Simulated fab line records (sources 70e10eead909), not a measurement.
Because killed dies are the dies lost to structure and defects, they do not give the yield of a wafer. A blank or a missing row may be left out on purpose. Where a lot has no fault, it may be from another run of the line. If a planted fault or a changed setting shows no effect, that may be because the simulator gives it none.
A lot that was struck, set against a sound lot | flow nandHarc | 42 out of 1159 route steps
Sound: these wafers, L999.1, L999.4, L999.5. Wafers L106.1, L106.2, L106.5 were the ones struck. The cause is named last.
Each step with rows lists, per side, the tool, then ch with its chambers, then its first start. Under that, the readings that differ: sound wafers | struck wafers | difference of the means | sigmas: that difference in standard deviations of wafers without a fault.
alike: a reading whose means differ by less than 2 such deviations, as well as words and numbers matching on both sides. not compared: withheld readings; readings where some wafer has no value; bounds like >300 that might hide an equal value; numbers whose values overlap and for which the record gives no deviation.
The two part at a step that has a row with sigmas, a row that says differs or no value, or rows on one side only. When numbers do not overlap yet have no deviation, they are printed without sigmas and do not part them. A reading that every wafer of one side lacks parts them only if that side has two wafers or more.

first, 7 steps without rows for these wafers: NHARC_A_CONTACT_ETCH_51 (etches the open film in O2/COS, target depth 3600 nm, time 936 s); NHARC_A_CONTACT_ETCH_111 (etches the open film in C4F8/O2/Ar, time 140 s, target depth 700 nm); NHARC_A_CONTACT_ETCH_112 (etches the open film in C4F8/O2/Ar, time 94 s, target depth 922 nm); NHARC_A_CONTACT_ETCH_113 (etches the open film in C4F8/O2/Ar, time 94 s, target depth 922 nm); NHARC_A_CONTACT_ETCH_114 (etches the open film in C4F8/O2/Ar, time 94 s, target depth 922 nm); NHARC_A_CONTACT_ETCH_115 (etches the open film in C4F8/O2/Ar, time 94 s, target depth 922 nm); NHARC_A_CONTACT_ETCH_116 (etches the open film in C4F8/O2/Ar, time 94 s, target depth 922 nm).
NHARC_A_CONTACT_ETCH_117: etches the open film in C4F8/O2/Ar, time 94 s, target depth 922 nm.
  sound on harCapEtch-01 ch 0,1, day 16 08:58; struck on harCapEtch-01 ch 0,1, day 18 16:15
  not compared: rfHoursCounterH
then, 1 step without rows for these wafers: NHARC_A_CONTACT_ETCH_118 (etches the open film in C4F8/O2/Ar, time 94 s, target depth 922 nm).
NHARC_A_CONTACT_ETCH_119: etches the open film in C4F8/O2/Ar, time 94 s, target depth 922 nm.
  sound on harCapEtch-01 ch 0,1, day 16 09:13; struck on harCapEtch-01 ch 0,1, day 18 16:26
  not compared: rfHoursCounterH
then, 1 step without rows for these wafers: NHARC_A_CONTACT_ETCH_120 (etches the open film in C4F8/O2/Ar, time 94 s, target depth 922 nm).
NHARC_A_CONTACT_ETCH_121: etches the open film in C4F8/O2/Ar, time 94 s, target depth 922 nm.
  sound on harCapEtch-01 ch 0,1, day 16 09:27; struck on harCapEtch-01 ch 0,1, day 18 16:37
  not compared: rfHoursCounterH
NHARC_A_CONTACT_ETCH_122: etches the open film in C4F8/O2/Ar, time 95 s, target depth 930 nm.
  sound on harCapEtch-01 ch 0,1, day 16 09:35; struck on harCapEtch-01 ch 0,1, day 18 16:43
  not compared: rfHoursCounterH
then, 2 steps without rows for these wafers: NHARC_A_CONTACT_ETCH_123 (etches the open film in C4F8/O2/Ar, time 253 s, target depth 1090 nm); NHARC_A_CONTACT_ETCH_90 (etches the open film in CH3F/O2, target depth 40 nm, time 85.7 s).
NHARC_A_CONTACT_ETCH_96: etches the open film in C4F6/O2, target depth 20 nm, time 10 s.
  sound: rieDiel-01 ch 0,1,2; struck: rieDiel-07 ch 1,2,3
reading             | sound             | struck            | difference | sigmas
oesProductAu (a.u.) | 0.946 0.954 0.940 | 0.995 0.998 1.005 | +0.053     | +2
  alike: drypumpMotorCurrentA, rfVppV, showerheadPlenumPTorr, throttleValvePct
  not compared: rfHoursCounterH
NHARC_A_CONTACT_CD_MEAS_53:
  sound on cdSem-01, day 16 10:38; struck on cdSem-01, day 18 17:37
  alike: cdNm
then, 4 steps without rows for these wafers: NHARC_A_CONTACT_STRIP_99 (strips in N2/H2); NHARC_A_CONTACT_STRIP_100 (strips in CF4/CHF3); NHARC_A_CONTACT_STRIP_101 (strips in O2/COS); NHARC_A_CONTACT_ETCH_102 (etches the open film in CF4/O2, target depth 70 nm, overetch 7 nm, time 38.5 s).
NHARC_A_CONTACT_STRIP_55: strips in O2.
  sound: rieDiel-07 ch 0,1,2; struck: rieDiel-07 ch 0,3
  alike: drypumpMotorCurrentA, oesProductAu, rfVppV, showerheadPlenumPTorr, throttleValvePct
  not compared: rfHoursCounterH
then, 13 steps without rows for these wafers: NHARC_A_CONTACT_STRIP_56 (strips in post etch residue remover, time 600 s); NHARC_A_CONTACT_DEP_57 (deposits aC, target thk 2800 nm); NHARC_A_CONTACT_DEP_58 (deposits SiON, target thk 60 nm); NHARC_A_CONTACT_DEHYDRATE_59 (time 120 s); NHARC_A_CONTACT_HMDS_60 (time 30 s); NHARC_A_CONTACT_COAT_61 (time 75 s); NHARC_A_CONTACT_COAT_62 (time 65 s); NHARC_A_CONTACT_COAT_63 (resist thk 90 nm); NHARC_A_CONTACT_SOFTBAKE_64 (time 55 s); NHARC_A_CONTACT_EBR_65; NHARC_A_CONTACT_EXPOSE_66 (exposes mask A CC 2); NHARC_A_CONTACT_PEB_67 (peb time 65 s); NHARC_A_CONTACT_DEVELOP_68 (develop time 35 s).
NHARC_A_CONTACT_CD_MEAS_69 targets a cd of 200 nm.
  sound on cdSem-02 ch 0, day 16 14:17; struck on cdSem-01 ch 0, day 18 21:17
  alike: cdNm
NHARC_A_CONTACT_OVL_MEAS_70:
  sound on overlay-01, day 16 14:23; struck on overlay-02, day 18 21:22
  alike: overlayXNm, overlayYNm
then, 4 steps without rows for these wafers: NHARC_A_CONTACT_DESCUM_74 (chemistry O2, time 3 s); NHARC_A_CONTACT_ETCH_75 (etches the open film in CF4, target depth 39 nm, time 65 s); NHARC_A_CONTACT_ETCH_76 (etches the open film in N2/H2, target depth 260 nm, time 475.3 s); NHARC_A_CONTACT_ETCH_77 (etches the open film in CF4/CHF3, target depth 72.6 nm, time 36.3 s).
-- the record jumps here: 3 days lie between the struck wafers' starts before and after (it left off in module A_CONTACT and takes up again in module END, whose first step shown is number 1159 of the route) --
NHARC_END_SORT_01:
  only the struck wafers appear in the record here, on prober-01 ch 0 at day 21 20:51; the sound ones have no rows

== WHERE THEY PART ==
Last at NHARC_END_SORT_01 as far as this record goes, first at NHARC_A_CONTACT_ETCH_96.

WHY: what had been put in by the simulator
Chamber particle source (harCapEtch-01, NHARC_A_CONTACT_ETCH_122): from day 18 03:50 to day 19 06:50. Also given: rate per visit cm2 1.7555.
